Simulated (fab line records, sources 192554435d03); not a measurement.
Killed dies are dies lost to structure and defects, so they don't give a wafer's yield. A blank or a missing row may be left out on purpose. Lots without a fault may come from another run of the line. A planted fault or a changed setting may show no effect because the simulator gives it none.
fab line records | flow n5_finfet
record lots=10 wafers=29 last_day=19
route steps=1938 shown ZERO_LAYER@6 PMOS_HMC_CHANNEL_EPI@81 BEOL_M4@1111 PASSIVATION@1936
lots that met no fault: from a run of the same line without faults
start_h: hours from the record's first day to the start of the lot's first wafer shown | wait_h: hours since the lot's step before | " the same as in the row above | L1.1+2: a row that stands for several wafers | - no value, or no start given | * or withheld: withheld | < > ~ a bound
route shown NAME@n: a module of which the file shows steps, and the number in the route of the first | usual: mean/standard deviation of fault-free wafers | same: alike in all rows | chamber/n: place in a boat | sites: the reading at each site | _std_site: their standard deviation | _edge_site: outer sites' mean less inner sites' | radius_mm: how far each site lies from the wafer's centre | mask NAME#n: copy n | behind: the tool/chamber that last shaped the wafer | hold: why the lot was held/for how many hours/how that ended | device: the transistor (n, p or np) that didn't switch | end of line: the same wafers' tests at the end of the route | a step without rows: its recipe alone | killed: dies lost to structure and defects at the first sort, not the wafer's yield | map: a wafer's dies, x killed, . not, _ none there
set.NAME: the setting as run; set.NAME@STEP: as run at that earlier step | model.NAME: the simulator's own value behind a step, which no gauge read
steps of the route over a sample of lots; a table a step, a row a wafer
services: from which hour (start_h, from the record's first day; less than 0 if before it) a tool's chamber was out of use, for how many hours, and why
## steps
# step N5_ZERO_LAYER_COAT_05
# recipe spin_rpm=1500 resist_thk_nm=1000
# usual resist_line_temp_C=23.00/0.1 spin_speed_rpm=1500.0/0.97
# columns lot.wafer tool chamber start_h wait_h resist_line_temp_C spin_speed_rpm
L494.5 litho_track-02 0 12.40 - 23.02 1499.7
L494.6 " 0 " " 22.97 1500.3
L495.1 litho_track-03 0 18.36 - 23.01 1499.2
L495.2 " 0 " " 22.93 1500.1
L495.6 " 0 " " 22.98 1500.6
L500.1 litho_track-04 0 48.38 - 23.03 1500.5
L500.4 " 0 " " 23.16 1500.4
L500.5 " 0 " " 22.96 1500.0
L504.1 litho_track-03 0 72.36 - 22.97 1499.7
L504.3 " 0 " " 22.98 1500.8
L504.6 " 0 " " 22.95 1500.0
L505.2 litho_track-03 0 78.36 - 23.04 1499.9
L505.4 " 0 " " 23.09 1501.2
L505.5 " 0 " " 22.99 1500.6
L507.1 litho_track-04 0 90.38 - 23.21 1500.2
L507.4 " 0 " " 23.00 1499.7
L507.5 " 0 " " 23.07 1501.0
L510.2 litho_track-03 0 108.36 - 23.04 1232.1
L510.3 " 0 " " 23.20 1234.2
L510.6 " 0 " " 23.04 1234.5
L511.4 litho_track-03 0 114.36 - 22.87 1233.1
L511.5 " 0 " " 23.05 1233.8
L511.6 " 0 " " 22.90 1233.4
L516.2 litho_track-04 0 144.36 - 22.84 1499.3
L516.5 " 0 " " 23.06 1499.6
L516.6 " 0 " " 23.14 1500.0
L517.2 litho_track-04 0 150.55 - 23.12 1500.8
L517.4 " 0 " " 22.94 1501.3
L517.6 " 0 " " 23.11 1500.6
# step N5_ZERO_LAYER_STRIP_24
# recipe chemistry=O2 power_w=1000 temp_c=250 overash_fraction=0.3 pressure_mtorr=1000 o2_flow_sccm=6750
# usual drypump_motor_current_A=5.6/0.4 heater_power_w=334/20 oes_product_au=0.647/0.0047 strip_time_to_endpoint_s=43.83/0.11
# columns lot.wafer tool chamber start_h wait_h drypump_motor_current_A heater_power_w oes_product_au rf_hours_counter_h strip_time_to_endpoint_s
L494.5 plasma_asher-01 1 13.09 0.1 5.1 354 0.647 - 43.94
L494.6 " 0 " " 5.6 306 0.646 - 43.88
L495.1 plasma_asher-02 1 18.89 0.1 6.2 345 0.644 26 43.74
L495.2 " 0 " " 5.9 332 0.643 26 43.77
L495.6 " 1 " " 6.2 365 0.648 - 43.59
L500.1 plasma_asher-01 1 49.04 0.1 5.1 348 0.644 80 43.87
L500.4 " 0 " " 5.6 314 0.649 - 43.85
L500.5 " 0 " " 5.6 308 0.652 - 43.84
L504.1 plasma_asher-01 0 73.18 0.1 5.6 305 0.643 85 43.77
L504.3 " 0 " " 5.6 309 0.646 - 43.80
L504.6 " 0 " " 5.6 312 0.651 - 43.70
L505.2 plasma_asher-02 0 79.02 0.1 5.9 334 0.644 38 43.83
L505.4 " 0 " " 5.9 334 0.647 - 43.87
L505.5 " 0 " " 5.9 331 0.650 - 43.87
L507.1 plasma_asher-01 0 90.92 0.1 5.6 299 0.647 89 43.86
L507.4 " 0 " " 5.6 308 0.644 - 43.85
L507.5 " 0 " " 5.6 310 0.643 - 43.75
L510.2 plasma_asher-01 0 109.02 0.1 5.6 302 0.645 93 46.81
L510.3 " 1 " " 5.1 344 0.657 - 46.75
L510.6 " 1 " " 5.1 357 0.649 - 46.89
L511.4 plasma_asher-01 0 114.91 0.1 5.6 299 0.649 - 46.77
L511.5 " 0 " " 5.6 308 0.642 - 46.75
L511.6 " 1 " " 5.1 356 0.651 - 46.74
L516.2 plasma_asher-01 0 145.02 0.1 5.6 301 0.650 100 43.74
L516.5 " 1 " " 5.1 349 0.644 - 43.70
L516.6 " 0 " " 5.6 305 0.649 - 43.81
L517.2 plasma_asher-02 0 151.08 0.1 5.9 335 0.645 51 43.94
L517.4 " 1 " " 6.2 357 0.651 - 43.77
L517.6 " 0 " " 5.9 335 0.636 - 43.98
# step N5_PMOS_HMC_CHANNEL_EPI_CMP_21
# recipe material=SiGe30 post_cmp_clean=alkaline_brush target_thk_nm=54
# usual motor_current_A=12.0/1.3 retaining_ring_pressure_frac=1.000/0.0051
# columns lot.wafer tool chamber start_h wait_h motor_current_A retaining_ring_pressure_frac
L494.6 cmp-04 2 19.54 0.2 12.2 1.001
L494.5 " 3 " " 12.7 1.002
L495.1 cmp-03 0 25.82 0.1 9.2 0.994
L495.2 " 1 " " 12.5 0.998
L495.6 " 3 " " 12.6 1.004
L500.4 cmp-03 3 56.08 0.1 12.0 0.992
L500.1 " 0 " " 9.2 1.008
L500.5 " 2 " " 11.9 1.002
L504.1 cmp-01 0 80.41 0.1 13.4 1.000
L504.3 " 1 " " 12.2 1.005
L504.6 " 2 " " 13.3 1.004
L505.4 cmp-03 3 85.04 0.0 12.1 0.997
L505.2 " 0 " " 9.3 1.002
L505.5 " 0 " " 9.4 1.005
L507.4 cmp-01 0 97.41 0.0 12.5 1.004
L507.1 " 3 " " 13.1 0.997
L507.5 " 1 " " 11.0 1.008
L510.2 cmp-04 2 115.43 0.0 12.4 1.001
L510.3 " 0 " " 11.0 0.995
L510.6 " 2 " " 12.2 1.002
L511.4 cmp-03 0 121.53 0.0 8.9 0.996
L511.5 " 0 " " 9.3 1.001
L511.6 " 1 " " 12.4 1.000
L516.2 cmp-01 3 152.63 0.1 12.5 1.005
L516.5 " 2 " " 13.9 1.004
L516.6 " 3 " " 12.4 1.003
L517.2 cmp-01 2 157.95 0.0 13.1 1.005
L517.4 " 1 " " 11.5 0.988
L517.6 " 2 " " 14.0 1.000
# step N5_PMOS_HMC_CHANNEL_EPI_EPI_26
# recipe material=Si target_thk_a=38 temp_c=650 precursor=SiH4/H2 pressure_torr=20 time_s=22.7
# usual throttle_valve_pct=11.6/0.48
# columns lot.wafer tool chamber start_h wait_h throttle_valve_pct
L494.5 epi_rpcvd-02 0 20.01 0.2 11.5
L494.6 " 0 " " 11.8
L495.1 epi_rpcvd-02 0 26.18 0.0 11.7
L495.2 " 0 " " 11.5
L495.6 " 0 " " 11.6
L500.1 epi_rpcvd-01 0 56.44 0.0 12.2
L500.4 " 0 " " 11.9
L500.5 " 0 " " 12.1
L504.1 epi_rpcvd-02 0 80.78 0.0 11.9
L504.3 " 0 " " 11.6
L504.6 " 0 " " 11.3
L505.2 epi_rpcvd-01 0 85.49 0.1 12.0
L505.4 " 0 " " 12.1
L505.5 " 0 " " 12.3
L507.1 epi_rpcvd-01 0 97.81 0.0 12.1
L507.4 " 0 " " 12.1
L507.5 " 0 " " 12.3
L510.2 epi_rpcvd-01 0 115.89 0.1 11.8
L510.3 " 0 " " 12.0
L510.6 " 0 " " 11.9
L511.4 epi_rpcvd-02 0 122.20 0.3 11.7
L511.5 " 0 " " 11.5
L511.6 " 0 " " 11.4
L516.2 epi_rpcvd-04 0 153.05 0.1 10.6
L516.5 " 0 " " 10.7
L516.6 " 0 " " 10.6
L517.2 epi_rpcvd-02 0 158.42 0.1 11.7
L517.4 " 0 " " 11.7
L517.6 " 0 " " 11.7
# step N5_PMOS_HMC_CHANNEL_EPI_INSPECT_30
# recipe inspect_instrument=darkfield mode=post_epi
# usual raw_defect_count=19/6.3
# columns lot.wafer tool chamber start_h wait_h raw_defect_count
L494.5 defect_inspect-02 - 20.19 0.0 27
L494.6 " - " " 23
L495.1 defect_inspect-01 - 26.55 0.0 19
L495.2 " - " " 19
L495.6 " - " " 30
L500.1 defect_inspect-02 - 56.81 0.0 20
L500.4 " - " " 15
L500.5 " - " " 15
L504.1 defect_inspect-01 - 81.15 0.0 14
L504.3 " - " " 18
L504.6 " - " " 12
L505.2 defect_inspect-02 - 85.81 0.0 39
L505.4 " - " " 9
L505.5 " - " " 17
L507.1 defect_inspect-02 - 98.18 0.0 18
L507.4 " - " " 20
L507.5 " - " " 23
L510.2 defect_inspect-02 - 116.21 0.0 25
L510.3 " - " " 15
L510.6 " - " " 15
L511.4 defect_inspect-02 - 122.55 0.0 15
L511.5 " - " " 18
L511.6 " - " " 22
L516.2 defect_inspect-02 - 153.38 0.0 14
L516.5 " - " " 19
L516.6 " - " " 13
L517.2 defect_inspect-02 - 158.83 0.0 14
L517.4 " - " " 13
L517.6 " - " " 18
# step N5_BEOL_M4_RC_MEAS_101
# usual DIBL_N=36.1/2.5 DIBL_P=36/3.3 IOFF_N=0.16/0.046 IOFF_P=0.20/0.051 ION_N=676/16 ION_P=462/11 SS_N=71.6/0.87 SS_P=73.2/0.86 VT_N=251/4.4 VT_P=-252/4.6
# columns lot.wafer tool chamber start_h wait_h DIBL_N[mV/V] DIBL_P[mV/V] IOFF_N[nA/um] IOFF_P[nA/um] ION_N[uA/um] ION_P[uA/um] SS_N[mV/dec] SS_P[mV/dec] VT_N[mV] VT_P[mV]
L495.1 prober-02 0 192.37 0.0 39.6 40 0.22 0.24 684 462 72.7 74.3 247 -252
L495.2 " 0 " " 32.8 33 0.11 0.14 672 458 70.8 72.5 257 -255
L495.6 " 0 " " 35.8 34 0.17 0.17 671 455 72.8 72.4 255 -253
L494.5 prober-02 0 201.20 0.6 36.6 37 0.17 0.21 683 459 71.8 73.2 249 -250
L494.6 " 0 " " 37.9 39 0.20 0.26 692 472 72.5 74.2 248 -248
L500.1 prober-02 0 247.77 0.0 36.1 38 0.14 0.17 685 462 72.3 73.4 253 -256
L500.4 " 0 " " 34.7 37 0.13 0.16 680 460 70.9 73.3 252 -254
L500.5 " 0 " " 37.5 40 0.17 0.21 683 468 72.2 73.8 250 -252
L504.1 prober-02 0 266.39 0.0 36.7 35 0.16 0.22 694 474 71.3 73.3 246 -247
L504.3 " 0 " " 36.9 36 0.16 0.22 689 472 72.2 73.1 250 -249
L504.6 " 0 " " 33.7 34 0.12 0.19 669 471 71.1 72.6 254 -251
L505.2 prober-02 0 270.40 0.2 39.0 35 0.18 0.17 661 443 73.2 73.4 254 -253
L505.4 " 0 " " 34.0 30 0.10 0.12 657 450 70.7 72.7 258 -259
L505.5 " 0 " " 33.2 29 0.10 0.11 666 447 70.3 71.5 260 -262
L507.1 prober-01 0 275.79 0.0 37.9 39 0.20 0.21 692 461 72.2 73.8 244 -251
L507.4 " 0 " " 32.9 34 0.12 0.15 668 452 70.1 73.0 252 -255
L507.5 " 0 " " 34.2 35 0.15 0.17 681 455 70.8 72.6 246 -253
L510.2 prober-02 0 299.58 0.2 33.7 31 0.11 0.13 662 456 71.3 72.1 256 -256
L510.3 " 0 " " 31.6 31 0.10 0.13 674 461 70.2 72.6 253 -254
L510.6 " 0 " " 34.4 32 0.14 0.15 685 461 71.9 72.2 252 -253
L511.4 prober-01 0 307.45 0.5 35.8 34 0.13 0.16 680 465 71.4 72.1 253 -253
L511.5 " 0 " " 36.5 36 0.13 0.18 673 463 71.2 73.1 254 -251
L511.6 " 0 " " 39.0 38 0.18 0.20 680 457 72.0 73.3 252 -252
L517.2 prober-02 0 320.47 0.2 33.5 32 0.12 0.16 678 463 70.9 72.3 252 -254
L517.4 " 0 " " 37.8 38 0.20 0.27 695 481 72.0 74.1 245 -243
L517.6 " 0 " " 37.6 38 0.18 0.26 696 482 71.1 73.7 247 -245
L516.2 prober-01 0 338.74 0.2 40.5 40 0.22 0.27 656 451 73.0 73.8 252 -249
L516.5 " 0 " " 39.1 40 0.21 0.30 690 481 72.1 74.3 248 -245
L516.6 " 0 " " 35.2 34 0.11 0.19 630 447 70.9 72.7 256 -251
# step N5_PASSIVATION_PROBE_49
# usual defect_limited_yield=91.0/1.4 killed_at_M0_to_M3=34/10 killed_at_M4_up=15/5.5 killed_at_contacts=12/6.1 killed_at_front_end=41/12 killed_at_other=4/3.4 killed_dies=106/17 killed_open=70/13 killed_short=34/7.4 sort_bin_4_leakage=0.01/0.065 sort_bin_5_function=5.3/1 sort_bin_6_memory=3.4/0.69 sort_bin_8_speed=0.03/0.22 sort_n_pass=1073/17 sort_yield_pct=91.0/1.4
# same gross_dies=1180 killed_at_back_side=0
# columns lot.wafer tool chamber start_h wait_h defect_limited_yield[%] killed_at_M0_to_M3 killed_at_M4_up killed_at_contacts killed_at_front_end killed_at_other killed_dies killed_open killed_short sort_bin_4_leakage[%] sort_bin_5_function[%] sort_bin_6_memory[%] sort_bin_8_speed[%] sort_n_pass sort_yield_pct[%]
L500.1 prober-01 - 351.21 0.0 90.4 38 14 11 49 1 113 82 30 0 5.4 4.0 0 1067 90.4
L500.4 prober-01 - 351.36 0.2 91.7 31 17 5 43 2 98 69 25 0 5.3 2.5 0 1082 91.7
L500.5 prober-01 - 351.41 0.2 90.8 23 24 17 39 6 109 74 32 0 5.6 3.4 0 1071 90.8
L504.1 prober-02 - 381.93 0.0 90.4 32 18 6 55 2 113 77 26 0 4.9 3.8 0 1067 90.4
L504.3 prober-02 - 382.03 0.1 92.2 29 17 8 37 1 92 48 36 0 4.7 2.3 0 1088 92.2
L504.6 prober-02 - 382.18 0.3 89.3 32 22 5 65 2 126 83 34 0 6.9 3.1 0 1054 89.3
L507.1 prober-02 - 384.51 0.0 93.1 37 9 4 31 1 82 49 33 0 3.3 3.5 0 1098 93.1
L507.4 prober-02 - 384.66 0.2 92.3 34 7 2 48 0 91 62 25 0 4.4 3.2 0 1089 92.3
L507.5 prober-02 - 384.71 0.2 90.1 56 12 2 45 2 117 76 34 0 5.6 4.1 0 1063 90.1
L510.2 prober-01 - 409.50 0.1 89.2 26 18 34 46 4 128 74 50 0 5.3 4.7 0 1052 89.2
L510.3 prober-01 - 409.55 0.1 90.6 35 16 19 32 9 111 78 32 0 6.3 3.1 0 1069 90.6
L510.6 prober-01 - 409.70 0.3 91.5 29 23 14 23 11 100 61 33 0 4.7 3.2 0 1080 91.5
L511.4 prober-01 - 419.73 0.2 92.8 23 10 9 36 7 85 57 26 0 5.1 1.9 0 1095 92.8
L511.5 prober-01 - 419.78 0.2 88.9 31 13 16 57 14 131 82 48 0 6.8 3.8 0 1049 88.9
L511.6 prober-01 - 419.83 0.3 90.8 42 10 10 43 3 108 66 42 0 6.0 2.6 0 1072 90.8
# killed by level:class
L500.1 FIN_SAQP:geometric_particle:open=15 STI_FIN_REVEAL:geometric_particle:open=12 BEOL_M0_SAQP:geometric_particle:short=12 BEOL_M0_SAQP:geometric_particle:open=10 MOL_CONTACT_COAG:geometric_particle:open=8 BEOL_M3:geometric_particle:open=7 GATE_CUT:geometric_particle:short=6 BEOL_M4:geometric_particle:open=6
L500.4 STI_FIN_REVEAL:geometric_particle:open=11 BEOL_M0_SAQP:geometric_particle:open=11 FIN_SAQP:geometric_particle:open=9 BEOL_M0:geometric_particle:open=6 BEOL_M4:geometric_particle:open=5 STARTING-WAFER:geometric_particle:open=5 FIN_SAQP:geometric_particle:short=4 STI_FIN_REVEAL:geometric_particle:short=4
L500.5 MOL_CONTACT_COAG:geometric_particle:open=13 STI_FIN_REVEAL:geometric_particle:open=12 BEOL_M4:geometric_particle:open=12 BEOL_M0_SAQP:geometric_particle:short=9 STI_FIN_REVEAL:geometric_particle:short=5 PASS1_CAP:geometric_particle:open=5 DUMMY_GATE:geometric_particle:open=5 GATE_CUT:geometric_particle:short=5
L504.1 STI_FIN_REVEAL:geometric_particle:open=17 FIN_SAQP:geometric_particle:open=12 BEOL_M2:geometric_particle:open=12 BEOL_M0_SAQP:geometric_particle:open=10 HKMG_FIN:area_etch=7 FIN_SAQP:geometric_particle:short=6 BEOL_M4:geometric_particle:open=6 DUMMY_GATE:geometric_particle:open=4
L504.3 BEOL_M2:geometric_particle:open=7 MOL_CONTACT_COAG:geometric_particle:open=6 BEOL_M2:geometric_particle:short=6 HKMG_FIN:area_etch=6 GATE_CUT:geometric_particle:short=5 BEOL_M0_SAQP:geometric_particle:open=5 FIN_SAQP:geometric_particle:open=4 STI_FIN_REVEAL:geometric_particle:open=4
L504.6 STI_FIN_REVEAL:geometric_particle:open=20 BEOL_M5:geometric_particle:open=11 FIN_SAQP:geometric_particle:open=9 GATE_CUT:geometric_particle:short=8 BEOL_M2:geometric_particle:open=8 BEOL_M0_SAQP:geometric_particle:open=6 HKMG_FIN:area_etch=6 MOL_CONTACT_COAG:geometric_particle:open=5
L507.1 BEOL_M0_SAQP:geometric_particle:short=9 BEOL_M3:geometric_particle:open=9 STI_FIN_REVEAL:geometric_particle:open=6 BEOL_M0_SAQP:geometric_particle:open=5 GATE_CUT:geometric_particle:short=4 BEOL_M0:geometric_particle:open=4 FIN_SAQP:geometric_particle:short=3 FIN_SAQP:geometric_particle:open=3
L507.4 STI_FIN_REVEAL:geometric_particle:open=14 BEOL_M2:geometric_particle:open=9 FIN_SAQP:geometric_particle:open=7 DUMMY_GATE:geometric_particle:open=6 BEOL_M0_SAQP:geometric_particle:short=6 BEOL_M0_SAQP:geometric_particle:open=5 BEOL_M3:geometric_particle:open=5 DUMMY_GATE:geometric_particle:short=4
L507.5 BEOL_M0_SAQP:geometric_particle:open=14 BEOL_M0_SAQP:geometric_particle:short=12 FIN_SAQP:geometric_particle:open=11 STI_FIN_REVEAL:geometric_particle:open=10 BEOL_M2:geometric_particle:open=8 BEOL_M3:geometric_particle:open=7 STI_FIN_REVEAL:geometric_particle:short=5 DUMMY_GATE:geometric_particle:open=5
L510.2 MOL_CONTACT_COAG:geometric_particle:open=28 BEOL_M0_SAQP:geometric_particle:short=15 STI_FIN_REVEAL:geometric_particle:open=13 BEOL_M4:geometric_particle:open=8 MOL_CONTACT_COAG:geometric_particle:short=6 GATE_CUT:geometric_particle:short=6 STARTING-WAFER:geometric_particle:short=6 BEOL_M0_SAQP:geometric_particle:open=5
L510.3 MOL_CONTACT_COAG:geometric_particle:open=15 BEOL_M2:geometric_particle:open=14 BEOL_M4:geometric_particle:open=8 BEOL_M0_SAQP:geometric_particle:short=7 STI_FIN_REVEAL:geometric_particle:open=6 FIN_SAQP:geometric_particle:open=5 FIN_CUT:geometric_particle:open=4 MOL_CONTACT_COAG:geometric_particle:short=4
L510.6 BEOL_M4:geometric_particle:open=12 MOL_CONTACT_COAG:geometric_particle:open=10 BEOL_M0_SAQP:geometric_particle:open=10 BEOL_M3:geometric_particle:open=6 STI_FIN_REVEAL:geometric_particle:open=5 MOL_CONTACT_COAG:geometric_particle:short=4 BEOL_M0_SAQP:geometric_particle:short=4 BEOL_M2:geometric_particle:short=4
L511.4 STI_FIN_REVEAL:geometric_particle:open=10 MOL_CONTACT_COAG:geometric_particle:open=8 GATE_CUT:geometric_particle:short=7 BEOL_M0_SAQP:geometric_particle:open=5 DUMMY_GATE:geometric_particle:open=4 BEOL_M0_SAQP:geometric_particle:short=4 BEOL_M3:geometric_particle:open=4 BEOL_M4:geometric_particle:open=4
L511.5 MOL_CONTACT_COAG:geometric_particle:open=15 STI_FIN_REVEAL:geometric_particle:open=11 STI_FIN_REVEAL:geometric_particle:short=10 GATE_CUT:geometric_particle:short=9 BEOL_M1:geometric_particle:open=9 BEOL_M2:geometric_particle:open=6 FIN_SAQP:geometric_particle:short=5 FIN_SAQP:geometric_particle:open=5
L511.6 BEOL_M0_SAQP:geometric_particle:short=13 FIN_SAQP:geometric_particle:short=10 BEOL_M2:geometric_particle:open=10 MOL_CONTACT_COAG:geometric_particle:open=10 BEOL_M0_SAQP:geometric_particle:open=7 FIN_SAQP:geometric_particle:open=6 STI_FIN_REVEAL:geometric_particle:open=5 DUMMY_GATE:geometric_particle:open=5
## services
# columns tool chamber start_h hours kind
epi_rpcvd-01 - 7.41 2.8 repair
cmp-01 - 7.75 3.8 repair
epi_rpcvd-01 - 10.28 27.2 pm
epi_rpcvd-02 - 12.49 0.8 pm
cmp-04 - 17.43 1.1 repair
epi_rpcvd-02 - 32.64 2.0 repair
epi_rpcvd-01 - 37.48 0.5 pm
cmp-01 - 37.67 0.8 repair
cmp-04 - 44.71 8.8 pm
epi_rpcvd-01 - 53.22 2.8 pm
cmp-04 - 54.35 1.9 repair
epi_rpcvd-02 - 60.88 0.5 repair
cmp-01 - 70.30 4.0 pm
cmp-01 - 74.30 - consumable_replace:conditioner
cmp-01 - 74.30 - consumable_replace:pad
cmp-03 - 83.51 1.3 repair
cmp-01 - 104.55 13.2 pm
litho_track-02 - 114.76 - consumable_replace:filter
plasma_asher-01 - 120.62 1.5 repair
plasma_asher-02 - 122.08 2.8 pm
cmp-03 - 136.22 13.2 pm
plasma_asher-02 - 138.47 1.8 repair
## key
first_sign step=N5_ZERO_LAYER_COAT_05 reading=spin_speed_rpm direction=down sigmas=99+ usual=* struck=*
effect step=N5_ZERO_LAYER_STRIP_24 reading=strip_time_to_endpoint_s direction=up sigmas=27 usual=* struck=*
met_at N5_ZERO_LAYER_COAT_05
struck_lots L510,L511
not_acting_at N5_PMOS_HMC_CHANNEL_EPI_CMP_21,N5_PMOS_HMC_CHANNEL_EPI_EPI_26,N5_PMOS_HMC_CHANNEL_EPI_INSPECT_30
onset_between 78.36 108.36
fault kind=process_parameter_drift tool=litho_track-03 chamber=- onset_h=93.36 steps=N5_ZERO_LAYER_COAT_05 channel=spin_rpm offset=* shape=step end_h=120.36 acts_in=* stated=*
